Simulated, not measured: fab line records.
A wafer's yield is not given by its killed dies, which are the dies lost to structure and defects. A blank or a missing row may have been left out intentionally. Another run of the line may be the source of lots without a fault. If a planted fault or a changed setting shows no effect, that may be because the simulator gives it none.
Matching of chambers	flow n5Finfet	N5_BEOL_M0_SAQP_CUT_ETCH_46 on rieDiel-02 has 4 sister chambers
The step etches SOC in N2/H2, target depth 135 nm, overetch 27 nm, time 202.5 s. 14 wafers are shown with their chamber, then 7 later ones without.

== WAFERS, EACH WITH ITS CHAMBER ==
wafer	chamber	throttleValvePct (%)	showerheadPlenumPTorr (Torr)	drypumpMotorCurrentA (A)
L077.1	2	17.95	2.53	5.2
L077.2	0	18.48	2.55	6.3
L077.6	2	17.95	2.53	5.1
L080.1	3	17.37	2.56	5.3
L080.5	0	18.51	2.55	6.3
L080.6	1	17.49	2.49	5.7
L081.1	2	17.97	2.53	5.2
L081.5	1	17.49	2.49	5.8
L081.6	2	17.95	2.53	5.1
L082.1	0	18.50	2.55	6.2
L082.3	3	17.37	2.56	5.4
L082.5	1	17.50	2.49	5.8
L085.1	2	17.99	2.53	5.2
L085.2	1	17.48	2.48	5.8

SIGNATURES, as means of the wafers listed above
reading	chamber 0	chamber 1	chamber 2	chamber 3	scatter within a chamber
throttleValvePct	18.4967	17.4900	17.9620	17.3700	0.014
showerheadPlenumPTorr	2.5500	2.4875	2.5300	2.5600	0.00274
drypumpMotorCurrentA	6.267	5.775	5.160	5.350	0.0558
Rule: a wafer's distance from a chamber is the root of the sum, over the readings, of the square of ((its reading less the chamber's mean) divided by the reading's scatter). If the next closest chamber is less than 2 further off than the closest, the wafer can't be placed; otherwise it belongs to the closest. The scatter: the root of (the sum of the squares of (reading less its chamber's mean) over the shown wafers, divided by (wafers less chambers)).

== WAFERS WITH NO CHAMBER GIVEN ==
wafer	throttleValvePct (%)	showerheadPlenumPTorr (Torr)	drypumpMotorCurrentA (A)
L085.6	17.38	2.56	5.4
L089.1	17.51	2.48	5.8
L089.2	17.99	2.52	5.2
L089.5	17.99	2.52	5.1
L097.1	17.53	2.47	5.7
L097.3	17.43	2.55	5.4
L097.6	17.56	2.47	5.7

== EACH ONE'S CHAMBER ==
wafer	from the rows above	in truth
L085.6	3	3
L089.1	1	1
L089.2	2	2
L089.5	2	2
L097.1	1	1
L097.3	3	3
L097.6	1	1
7 of 7 placed correctly. Can't be placed from these rows: 0. 0 placed wrongly.
